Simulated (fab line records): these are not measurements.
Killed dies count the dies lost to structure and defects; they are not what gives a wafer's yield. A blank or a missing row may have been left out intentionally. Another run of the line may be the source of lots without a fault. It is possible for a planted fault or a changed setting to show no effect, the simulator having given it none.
Lot-split experiment | flow n5Finfet | 7 lots, 39 wafers read, on a route of 1938 steps

== ABOUT THE SPLIT ==
At N5_MOL_CONTACT_COAG_ETCH_106 (etches SOC in N2/H2, target depth 80 nm, overetch 16 nm, time 120 s), the setting targetDepthA was moved away from the recipe's 800 angstrom on 15 of the 39 wafers read, by -57.9% to +57.5%. All remaining wafers had this setting at the recipe value.

The split's own step is where the reading is taken.

== THE READING ==
MOL_CONTACT_COAG.cdOffsetNm (the simulator's own value, which no gauge read), in nm, at N5_MOL_CONTACT_COAG_ETCH_106 (etches SOC in N2/H2, target depth 80 nm, overetch 16 nm, time 120 s). The file gives no usual value for it. Here, 24 wafers ran the recipe; their average is -0.1 nm with a standard deviation of 0.25 nm.

wafer  | tool, chamber at the split | targetDepthA as run, angstrom | against the recipe | MOL_CONTACT_COAG.cdOffsetNm, nm | against lot-mates on the recipe
L077.1 | rieDiel-04, 3              | 347.1                         | -56.6%             | -1.6                            | -1.3
L077.2 | rieDiel-04, 2              | 800                           | recipe             | -0.4                            | -
L077.3 | rieDiel-04, 0              | 347.1                         | -56.6%             | -1.2                            | -0.9
L077.4 | rieDiel-04, 1              | 800                           | recipe             | 0                               | -
L077.5 | rieDiel-04, 0              | 800                           | recipe             | -0.4                            | -
L077.6 | rieDiel-04, 1              | 347.1                         | -56.6%             | -1.2                            | -0.9
L085.1 | rieDiel-03, 2              | 800                           | recipe             | -0.4                            | -
L085.2 | rieDiel-03, 1              | 800                           | recipe             | 0                               | -
L085.3 | rieDiel-03, 0              | 800                           | recipe             | -0.6                            | -
L085.4 | rieDiel-03, 3              | 800                           | recipe             | -0.2                            | -
L085.5 | rieDiel-03, 2              | 800                           | recipe             | -0.6                            | -
L085.6 | rieDiel-03, 3              | 800                           | recipe             | -0.4                            | -
L089.1 | rieDiel-03, 2              | 800                           | recipe             | -0.4                            | -
L089.2 | rieDiel-03, 0              | 800                           | recipe             | 0                               | -
L089.3 | rieDiel-03, 3              | 800                           | recipe             | 0.2                             | -
L089.4 | rieDiel-03, 1              | 336.6                         | -57.9%             | -1                              | -0.9
L089.5 | rieDiel-03, 0              | 336.6                         | -57.9%             | -1.2                            | -1.1
L089.6 | rieDiel-03, 1              | 336.6                         | -57.9%             | -0.8                            | -0.7
L091.1 | rieDiel-05, 1              | 800                           | recipe             | 0                               | -
L091.2 | rieDiel-05, 2              | 800                           | recipe             | -0.2                            | -
L091.3 | rieDiel-05, 0              | 800                           | recipe             | 0                               | -
L092.1 | rieDiel-04, 1              | 800                           | recipe             | 0                               | -
L092.2 | rieDiel-04, 3              | 677.3                         | -15.3%             | -0.6                            | -0.5
L092.3 | rieDiel-04, 2              | 800                           | recipe             | -0.2                            | -
L092.4 | rieDiel-04, 3              | 677.3                         | -15.3%             | -0.6                            | -0.5
L092.5 | rieDiel-04, 2              | 677.3                         | -15.3%             | -0.6                            | -0.5
L092.6 | rieDiel-04, 1              | 800                           | recipe             | 0                               | -
L094.1 | rieDiel-05, 0              | 800                           | recipe             | 0                               | -
L094.2 | rieDiel-05, 1              | 1260                          | +57.5%             | 1.4                             | +1.3
L094.3 | rieDiel-05, 3              | 1260                          | +57.5%             | 1.2                             | +1.1
L094.4 | rieDiel-05, 2              | 1260                          | +57.5%             | 1                               | +0.9
L094.5 | rieDiel-05, 2              | 800                           | recipe             | 0                               | -
L094.6 | rieDiel-05, 3              | 800                           | recipe             | 0.2                             | -
L097.1 | rieDiel-03, 0              | 800                           | recipe             | 0                               | -
L097.2 | rieDiel-03, 3              | 800                           | recipe             | -0.2                            | -
L097.3 | rieDiel-03, 2              | 1075                          | +34.4%             | 0.6                             | +0.5
L097.4 | rieDiel-03, 1              | 800                           | recipe             | 0.4                             | -
L097.5 | rieDiel-03, 3              | 1075                          | +34.4%             | 0.8                             | +0.7
L097.6 | rieDiel-03, 2              | 1075                          | +34.4%             | 0.4                             | +0.3

FIT RESULTS
A straight line over all 39 wafers: MOL_CONTACT_COAG.cdOffsetNm changes by +0.0202 nm for each +1% of targetDepthA; r = +0.93; the points scatter about the line by 0.25 nm.
The same after taking each lot's own level away (the mean of its wafers on the recipe; 39 wafers): +0.0182 nm for each +1%; r = +0.94; scatter 0.2 nm.
Per that fit: largest targetDepthA move, reading shift of 1.1 nm.
The lots' own levels span -0.37 to 0.07 nm, that is 1.7 times the standard deviation above.
So the lot-to-lot level changes the slope: the two fits differ.
Check: -1.09 nm against its lot-mates is what the line predicts for one of the wafers moved furthest among these (-57.9%) when that wafer is left out of the fit. Against them it came out at -0.933 nm.

== ADDITIONAL SPLITS CARRIED BY THESE WAFERS ==
Other splits were also applied to these wafers ahead of the reading. Each is held against what the fit with the lots' levels taken away leaves over:
other split on the same wafers        | wafers away from the commonest value | r with MOL_CONTACT_COAG.cdOffsetNm (lot level and that fit taken away)
N5_ZERO_LAYER_DEVELOP_10 developTimeS | 15                                   | -0.08
N5_FIN_SAQP_DEVELOP_15 developTimeS   | 15                                   | -0.01
N5_HKMG_FIN_DEVELOP_11 developTimeS   | 18                                   | +0.21

== THE WHOLE CHAIN: every reading that the file lists as answering this split, in the file's order ==
step                         | what it does                                                        | reading                                                                                   | change (the file's fit)                                                              | r (the file's)
N5_MOL_CONTACT_COAG_ETCH_106 | etches SOC in N2/H2, target depth 80 nm, overetch 16 nm, time 120 s | etch.depthNm (the simulator's own value, which no gauge read)                             | not straight: 51.01 at the lowest setting, 80.05 at the recipe, 80.17 at the highest | not given
N5_MOL_CONTACT_COAG_ETCH_106 | etches SOC in N2/H2, target depth 80 nm, overetch 16 nm, time 120 s | SiARC_of_MOL_CONTACT_COAG_COAT_104.thkNm (the simulator's own value, which no gauge read) | -0.0457 nm for each +1% of the setting                                               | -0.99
N5_MOL_CONTACT_COAG_ETCH_106 | etches SOC in N2/H2, target depth 80 nm, overetch 16 nm, time 120 s | MOL_CONTACT_COAG.cdOffsetNm (the simulator's own value, which no gauge read)              | +0.0183 nm for each +1% of the setting                                               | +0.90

== FILE'S OWN FIT ==
MOL_CONTACT_COAG.cdOffsetNm changes by +0.0183 nm for each +1% of targetDepthA, r = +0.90.
